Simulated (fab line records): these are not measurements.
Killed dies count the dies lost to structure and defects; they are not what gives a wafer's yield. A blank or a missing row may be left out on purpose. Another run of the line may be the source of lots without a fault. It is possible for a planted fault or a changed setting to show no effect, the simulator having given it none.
Which tool was responsible?	flow n5Finfet	10 lots, 29 wafers sampled, at 6 steps of a route of 1938

WHAT EACH GAUGE READ, for each wafer
N5_BEOL_M12_THK_MEAS_50: measures by xrf. Usual: for M12_THK the level is 316 nm and the standard deviation is 6.3.
lot	measured	on	M12_THK (nm)	flag
L961	day 10 20:56	filmMetro-01	311 309 313	
L962	day 11 04:23	filmMetro-02	319 318 319	
L966	day 12 14:08	filmMetro-01	316 315 313	
L965	day 12 14:23	filmMetro-02	321 322 315	
L964	day 12 14:44	filmMetro-02	327 328 329	
L969	day 12 17:45	filmMetro-02	326 320 320	
L971	day 13 20:01	filmMetro-02	308 313 320	
L974	day 14 19:58	filmMetro-02	313 322 316	
L978	day 15 14:48	filmMetro-01	310 312 316	
L977	day 15 19:55	filmMetro-01	301 313	

N5_BEOL_M12_RS_MEAS_54: measurement is done with a four-point probe. Usual: for M12_RS the level is 0.0600 ohm/sq and the standard deviation is 0.00084.
lot	measured	on	M12_RS (ohm/sq)	flag
L961	day 10 21:05	filmMetro-01	0.0601 0.0608 0.0601	
L962	day 11 04:31	filmMetro-02	0.0597 0.0600 0.0597	
L966	day 12 14:17	filmMetro-01	0.0594 0.0595 0.0599	
L965	day 12 14:31	filmMetro-02	0.0595 0.0596 0.0604	
L964	day 12 14:54	filmMetro-01	0.0594 0.0595 0.0588	
L969	day 12 17:53	filmMetro-01	0.0591 0.0607 0.0605	
L971	day 13 20:08	filmMetro-01	0.0623 0.0612 0.0597	
L974	day 14 20:05	filmMetro-01	0.0610 0.0590 0.0605	
L978	day 15 14:55	filmMetro-01	0.0609 0.0605 0.0597	
L977	day 15 20:02	filmMetro-01	0.0633 0.0605	

TOOL THAT RAN EACH LOT (tool first, then ch and the chambers of the sampled wafers, then the start)
lot	N5_BEOL_M12_DESCUM_33	N5_BEOL_M12_SPUTTER_43	N5_BEOL_M12_SPUTTER_44	N5_BEOL_M12_CMP_49
L961	rieDiel-02 ch 0,2, day 10 15:23	pvdSputter-02, day 10 19:55	pvdSputter-02, day 10 20:00	cmp-04 ch 0,1, day 10 20:41
L962	rieDiel-02 ch 0,1,2, day 10 23:07	pvdSputter-03, day 11 03:13	pvdSputter-03, day 11 03:18	cmp-02 ch 0,1,2, day 11 04:12
L966	rieDiel-02 ch 0,2, day 12 10:40	pvdSputter-03, day 12 13:07	pvdSputter-03, day 12 13:11	cmp-02 ch 0,1,2, day 12 13:55
L965	rieDiel-03 ch 1,2,3, day 12 11:09	pvdSputter-02, day 12 13:12	pvdSputter-02, day 12 13:17	cmp-01 ch 1,2,3, day 12 14:11
L964	rieDiel-04 ch 2,3, day 12 11:26	pvdSputter-03, day 12 13:44	pvdSputter-03, day 12 13:49	cmp-01 ch 1,2, day 12 14:27
L969	rieDiel-02 ch 2,3, day 12 15:32	pvdSputter-02, day 12 16:44	pvdSputter-02, day 12 16:49	cmp-04 ch 0,1,3, day 12 17:29
L971	rieDiel-03 ch 0,1,2, day 13 16:25	pvdSputter-01, day 13 18:57	pvdSputter-01, day 13 19:02	cmp-04 ch 0,1,3, day 13 19:43
L974	rieDiel-02 ch 1,2,3, day 14 17:49	pvdSputter-01, day 14 18:57	pvdSputter-01, day 14 19:02	cmp-04 ch 1,3, day 14 19:43
L978	rieDiel-03 ch 0,2,3, day 15 12:20	pvdSputter-03, day 15 13:47	pvdSputter-03, day 15 13:52	cmp-01 ch 1,2,3, day 15 14:32
L977	rieDiel-02 ch 1,3, day 15 13:26	pvdSputter-03, day 15 18:53	pvdSputter-03, day 15 18:58	cmp-01 ch 0,3, day 15 19:44
- N5_BEOL_M12_DESCUM_33: chemistry O2, time 7.9 s.
- N5_BEOL_M12_SPUTTER_43: material TaN, target thk 15 nm, time 24.19 s.
- N5_BEOL_M12_SPUTTER_44: material Ta, target thk 10 nm, time 16.13 s.
- N5_BEOL_M12_CMP_49: polishes, stops on SiOC, t overpolish 20.6 s, target thk 320 nm.

WHAT THE TOOLS THEMSELVES READ (means of the sampled wafers that have a number; where no wafer has one, the mark that the record gives instead)
N5_BEOL_M12_DESCUM_33. Usual: drypumpMotorCurrentA 5.7 A, standard deviation 0.47; oesProductAu 0.82 a.u., standard deviation 0.092; rfFwdPowerW 49.27 W, standard deviation 0.23; rfVppV 243.6 V, standard deviation 1.4; showerheadPlenumPTorr 2.12 Torr, standard deviation 0.069; throttleValvePct 20.34 %, standard deviation 0.18.
lot	tool	drypumpMotorCurrentA (A)	oesProductAu (a.u.)	rfFwdPowerW (W)	rfVppV (V)	showerheadPlenumPTorr (Torr)	throttleValvePct (%)	flag
L961	rieDiel-02	5.3	0.70	49.32	241.6	2.05	20.59	
L962	rieDiel-02	5.6	0.71	49.65	242.7	2.10	20.55	
L966	rieDiel-02	5.2	0.90	49.37	242.0	2.10	20.49	
L965	rieDiel-03	5.5	0.82	49.28	243.8	2.14	20.27	
L964	rieDiel-04	5.9	0.92	49.04	245.5	2.19	20.29	
L969	rieDiel-02	5.5	0.81	49.46	243.4	2.10	20.47	
L971	rieDiel-03	5.4	0.74	49.17	243.5	2.08	20.26	
L974	rieDiel-02	5.7	0.84	49.45	243.9	2.11	20.33	
L978	rieDiel-03	5.6	0.76	49.31	243.9	2.12	20.31	
L977	rieDiel-02	5.9	0.80	49.56	244.2	2.09	20.24	

N5_BEOL_M12_SPUTTER_43. Usual: throttleValvePct at 29.9 %, with a standard deviation of 1.2.
lot	tool	throttleValvePct (%)	flag
L961	pvdSputter-02	30.2	
L962	pvdSputter-03	29.2	
L966	pvdSputter-03	29.8	
L965	pvdSputter-02	30.4	
L964	pvdSputter-03	29.6	
L969	pvdSputter-02	30.8	
L971	pvdSputter-01	30.7	
L974	pvdSputter-01	30.7	
L978	pvdSputter-03	30.4	
L977	pvdSputter-03	30.1	

N5_BEOL_M12_SPUTTER_44. Usual: throttleValvePct at 30.0 %, with a standard deviation of 1.2.
lot	tool	throttleValvePct (%)	flag
L961	pvdSputter-02	30.1	
L962	pvdSputter-03	29.0	
L966	pvdSputter-03	29.7	
L965	pvdSputter-02	30.6	
L964	pvdSputter-03	29.6	
L969	pvdSputter-02	30.8	
L971	pvdSputter-01	30.6	
L974	pvdSputter-01	30.7	
L978	pvdSputter-03	30.2	
L977	pvdSputter-03	30.2	

N5_BEOL_M12_CMP_49. Usual: barrierFieldEndpointS 30.6 s, standard deviation 0.78; clearingPlatenRpm 50.002 rpm, standard deviation 0.025; headPressurePsi 1.0001 psi, standard deviation 0.0023; motorCurrentA 5.7 A, standard deviation 0.5.
lot	tool	barrierFieldEndpointS (s)	clearingPlatenRpm (rpm)	headPressurePsi (psi)	motorCurrentA (A)	flag
L961	cmp-04	31.6	49.985	1.0027	5.8	
L962	cmp-02	31.1	50.020	1.0005	6.0	
L966	cmp-02	31.4	49.987	0.9993	6.4	
L965	cmp-01	30.4	49.985	1.0004	5.6	
L964	cmp-01	30.9	50.009	1.0020	5.8	
L969	cmp-04	31.5	50.007	1.0003	5.7	
L971	cmp-04	30.1	50.003	0.9982	5.6	
L974	cmp-04	29.9	50.005	0.9993	5.3	
L978	cmp-01	29.1	49.994	1.0006	5.5	
L977	cmp-01	36.2	49.998	0.9988	5.3	OFF

THE ANSWER, worked out from the rows above alone
Rule: take the mean of a lot's wafers that have a number; if it is more than 3 standard deviations from the usual mean, the lot is off. Also off: a lot with no number at a reading for which 4 or more lots have one. Any other lot the step has rows for is counted as sound. The gauges are gone through in route order, then the tools' own readings, and for those a lot's mean is taken as printed above. At the first step where some lot is off, the reading lying furthest off is the one used; lots without a number count as furthest.
Off at N5_BEOL_M12_CMP_49 (barrierFieldEndpointS): L977.
If a tool, at that step or one of the process steps before it, ran each lot that is off and ran no sound lot following the first of them, it fits. Can't be told from this: 3 tools fit, rieDiel-02 at N5_BEOL_M12_DESCUM_33, pvdSputter-03 at N5_BEOL_M12_SPUTTER_43 and N5_BEOL_M12_SPUTTER_44, cmp-01 at N5_BEOL_M12_CMP_49.

WHAT THE SIMULATOR PUT IN
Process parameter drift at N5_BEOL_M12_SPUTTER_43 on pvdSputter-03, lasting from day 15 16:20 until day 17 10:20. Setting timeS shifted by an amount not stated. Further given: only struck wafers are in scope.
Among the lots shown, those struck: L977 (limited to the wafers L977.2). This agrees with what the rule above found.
